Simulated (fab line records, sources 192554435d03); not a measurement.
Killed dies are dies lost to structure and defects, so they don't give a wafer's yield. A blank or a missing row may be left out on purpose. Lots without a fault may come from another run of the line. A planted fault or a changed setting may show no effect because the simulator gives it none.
Chamber matching | flow n5_finfet | N5_BEOL_M0_SAQP_SPACER2_ETCHBACK_27 on rie_diel-05: 4 sister chambers
The step etches SiO2 in CHF3/O2, target depth 22.5 nm, time 11.25 s. 8 wafers are shown with their chamber, then 10 later ones without.

WAFERS WITH THEIR CHAMBER
wafer  | chamber | showerhead_plenum_p_Torr (Torr) | throttle_valve_pct (%)
L081.6 | 0       | 2.32                            | 19.08
L083.2 | 0       | 2.32                            | 19.09
L084.3 | 3       | 2.51                            | 19.11
L085.1 | 1       | 2.30                            | 18.68
L085.4 | 2       | 2.47                            | 19.09
L085.6 | 1       | 2.30                            | 18.67
L089.1 | 2       | 2.46                            | 19.12
L089.4 | 3       | 2.51                            | 19.13

WAFERS WITHOUT THEIR CHAMBER
wafer  | showerhead_plenum_p_Torr (Torr) | throttle_valve_pct (%)
L089.5 | 2.46                            | 19.11
L090.1 | 2.29                            | 18.68
L090.2 | 2.50                            | 19.15
L090.5 | 2.31                            | 19.11
L093.1 | 2.31                            | 19.13
L093.3 | 2.50                            | 19.14
L093.6 | 2.29                            | 18.69
L095.1 | 2.31                            | 19.13
L095.3 | 2.50                            | 19.15
L095.4 | 2.46                            | 18.68

WHICH CHAMBER EACH WENT THROUGH
wafer  | from the rows above | in truth
L089.5 | 2                   | 2
L090.1 | 1                   | 1
L090.2 | 3                   | 3
L090.5 | 0                   | 0
L093.1 | 0                   | 0
L093.3 | 3                   | 3
L093.6 | 1                   | 1
L095.1 | 0                   | 0
L095.3 | 3                   | 3
L095.4 | 2                   | 2
Placed correctly: 10 of 10. Can't be placed from these rows: 0. Placed wrongly: 0.
How it was worked out, from the rows above alone: a wafer's distance from a chamber is the root of the sum, over the readings, of the square of ((its reading less the chamber's mean) divided by the reading's scatter). The wafer belongs to the nearest chamber; if the next one is less than 2 further off, it can't be placed. A chamber's mean is the mean of its shown wafers. The scatter: the root of (the sum of the squares of (reading less its chamber's mean) over the shown wafers, divided by (wafers less chambers)).
